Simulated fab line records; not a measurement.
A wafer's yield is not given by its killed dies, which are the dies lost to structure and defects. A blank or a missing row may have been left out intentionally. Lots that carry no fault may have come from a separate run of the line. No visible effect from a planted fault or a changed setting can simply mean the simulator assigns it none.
Matching of chambers :: flow nand-harc :: pecvd-04 running NHARC_A_CONTACT_DEP_85: 3 sister chambers
The step deposits SiON, target thk 50 nm. 16 wafers are shown with their chamber, then 8 later ones without.

## WAFERS WITH THEIR CHAMBER
wafer: L953.1
chamber: 1
heater-power-w (W): 679

wafer: L953.4
chamber: 0
heater-power-w (W): 628

wafer: L953.6
chamber: 1
heater-power-w (W): 691

wafer: L959.1
chamber: 2
heater-power-w (W): 726

wafer: L959.2
chamber: 1
heater-power-w (W): 696

wafer: L959.5
chamber: 1
heater-power-w (W): 700

wafer: L960.1
chamber: 0
heater-power-w (W): 629

wafer: L960.2
chamber: 2
heater-power-w (W): 678

wafer: L960.4
chamber: 1
heater-power-w (W): 575

wafer: L961.1
chamber: 0
heater-power-w (W): 563

wafer: L961.4
chamber: 0
heater-power-w (W): 556

wafer: L961.5
chamber: 1
heater-power-w (W): 601

wafer: L957.3
chamber: 1
heater-power-w (W): 646

wafer: L957.4
chamber: 2
heater-power-w (W): 797

wafer: L957.6
chamber: 1
heater-power-w (W): 659

wafer: L966.3
chamber: 2
heater-power-w (W): 732

SIGNATURES (means of the wafers above)
reading: heater-power-w
chamber 0: 594.00
chamber 1: 655.88
chamber 2: 733.25
scatter within a chamber: 45.5
Rule: a wafer lies at a distance from a chamber equal to the root of the sum of squares, over the readings, of (its reading less the chamber's mean, divided by the reading's scatter). If the next closest chamber is less than 2 further off than the closest, the wafer can't be placed; otherwise it belongs to the closest. The scatter: take each reading less its chamber's mean, square it, sum over the shown wafers, divide by the number of wafers less the number of chambers, and take the root.

## WAFERS MISSING THEIR CHAMBER
wafer: L966.4
heater-power-w (W): 638

wafer: L966.6
heater-power-w (W): 612

wafer: L967.4
heater-power-w (W): 591

wafer: L967.5
heater-power-w (W): 702

wafer: L967.6
heater-power-w (W): 706

wafer: L970.2
heater-power-w (W): 582

wafer: L970.3
heater-power-w (W): 637

wafer: L970.6
heater-power-w (W): 583

## CHAMBER TAKEN BY EACH
wafer: L966.4
from the rows above: can't be placed: 1 or 0 or 2
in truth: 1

wafer: L966.6
from the rows above: can't be placed: 0 or 1
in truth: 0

wafer: L967.4
from the rows above: can't be placed: 0 or 1
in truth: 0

wafer: L967.5
from the rows above: can't be placed: 2 or 1 or 0
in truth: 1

wafer: L967.6
from the rows above: can't be placed: 2 or 1 or 0
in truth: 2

wafer: L970.2
from the rows above: can't be placed: 0 or 1
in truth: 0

wafer: L970.3
from the rows above: can't be placed: 1 or 0 or 2
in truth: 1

wafer: L970.6
from the rows above: can't be placed: 0 or 1
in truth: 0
Placed correctly: 0 of 8. These rows do not allow placing 8 (true chamber among the candidates in 8). Number placed wrongly: 0.
